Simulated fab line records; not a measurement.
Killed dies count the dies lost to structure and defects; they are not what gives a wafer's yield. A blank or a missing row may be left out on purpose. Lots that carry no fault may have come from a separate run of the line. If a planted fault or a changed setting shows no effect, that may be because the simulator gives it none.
Code-filled problem report in 8D (eight disciplines) form    flow nand_harc    the parts of the form that need people (team, actions taken, sign-off) are left out

1. THE ISSUE
oes_product_au at NHARC_A_CHANNEL_HOLE_D2_ETCH_34 reads a mean of 0.889 a.u. on 3 wafers of 3 lots; wafers without a fault read 0.964 a.u. with a standard deviation of 0.016. That puts it -4.7 standard deviations away from the usual mean.
The step: etches the open film in CF4/CHF3, target depth 154 nm, time 77 s.
First observed at day 18 23:24: wafer L189.6, on rie_diel-04. Wafers with a number at this step in the record: 19, from 7 lots. Rule for "out" (also "out of limits"): further than 4 standard deviations from the usual mean. The other wafers with a number count as sound.

2. WHAT IT IS; WHAT IT IS NOT
question                     is                      is not
which readings at this step  oes_product_au          cf4_flow_sccm, drypump_motor_current_A, rf_fwd_power_W, rf_vpp_V, showerhead_plenum_p_Torr, throttle_valve_pct
which lots                   L188, L189, L191        L177, L179, L197, L198
which wafers of those lots   L188.4, L189.6, L191.4  L188.5, L189.1, L189.5, L191.2
read on which tools          rie_diel-04             rie_diel-03, rie_diel-12
when                         from day 18 23:24       up to then (8 sound wafers); but 8 sound wafers of L188, L191, L197, L198 came after

3. SUSPECTS, AND WHAT RULES EACH OUT
Counting: a tool at a process step up to the reading stays a suspect if it ran every lot that is out. Sound lots after the first of them don't rule it out here, since some wafers of a struck lot are sound.
- rie_diel-04 at NHARC_A_CHANNEL_HOLE_D2_DESCUM_15 (chemistry O2, time 3 s): kept. It ran every lot that is out, first L189 (day 18 22:58); its last sound lot up to then is L179 (day 14 18:11).
- rie_diel-04 at NHARC_A_CHANNEL_HOLE_D2_ETCH_38 (etches the open film in CF4, target depth 39 nm, time 65 s): kept. It ran every lot that is out, first L189 (day 18 23:03); its last sound lot up to then is L179 (day 14 18:16).
- rie_diel-04 at NHARC_A_CHANNEL_HOLE_D2_ETCH_39 (etches the open film in N2/H2, target depth 260 nm, time 325 s): kept. It ran every lot that is out, first L189 (day 18 23:24); its last sound lot up to then is L179 (day 14 18:37). NHARC_A_CHANNEL_HOLE_D2_ETCH_39 gives no start for some lots, so the hours and the order of its lots are those of NHARC_A_CHANNEL_HOLE_D2_ETCH_34.
- rie_diel-04 at NHARC_A_CHANNEL_HOLE_D2_ETCH_34 (etches the open film in CF4/CHF3, target depth 154 nm, time 77 s): kept. It ran every lot that is out, first L189 (day 18 23:24); its last sound lot up to then is L179 (day 14 18:37). Its own oes_product_au readings are out on those wafers.
Left after counting: rie_diel-04 at NHARC_A_CHANNEL_HOLE_D2_DESCUM_15, rie_diel-04 at NHARC_A_CHANNEL_HOLE_D2_ETCH_38, rie_diel-04 at NHARC_A_CHANNEL_HOLE_D2_ETCH_39, rie_diel-04 at NHARC_A_CHANNEL_HOLE_D2_ETCH_34.

4. THE CAUSE (what the simulator had put in)
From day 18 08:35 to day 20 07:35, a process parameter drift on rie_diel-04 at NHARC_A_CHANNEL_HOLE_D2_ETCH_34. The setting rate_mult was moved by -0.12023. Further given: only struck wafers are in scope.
Of the 4 suspects that counting leaves, this tool is one.

5. SEQUENCE OF EFFECTS, ordered by route
Rows list readings where the struck wafers' mean (over those with a number) sits beyond 3 standard deviations from the usual. Only readings whose record carries a usual standard deviation are examined. hours: median over the lots of the time between each lot's start at the first step of this table that gives one and its start at this step. sigmas: the change, counted in usual standard deviations.
hours  step                             reading         usual       on struck wafers  change  sigmas
0      NHARC_A_CHANNEL_HOLE_D2_ETCH_34  oes_product_au  0.964 a.u.  0.889             -0.075  -4.7
Process steps it contains:
- NHARC_A_CHANNEL_HOLE_D2_ETCH_34: etches the open film in CF4/CHF3, target depth 154 nm, time 77 s.

6. WHAT WOULD HAVE CAUGHT IT SOONER
In this record the first reading out of limits was taken at day 18 23:24, 15 hours after the fault began at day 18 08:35.
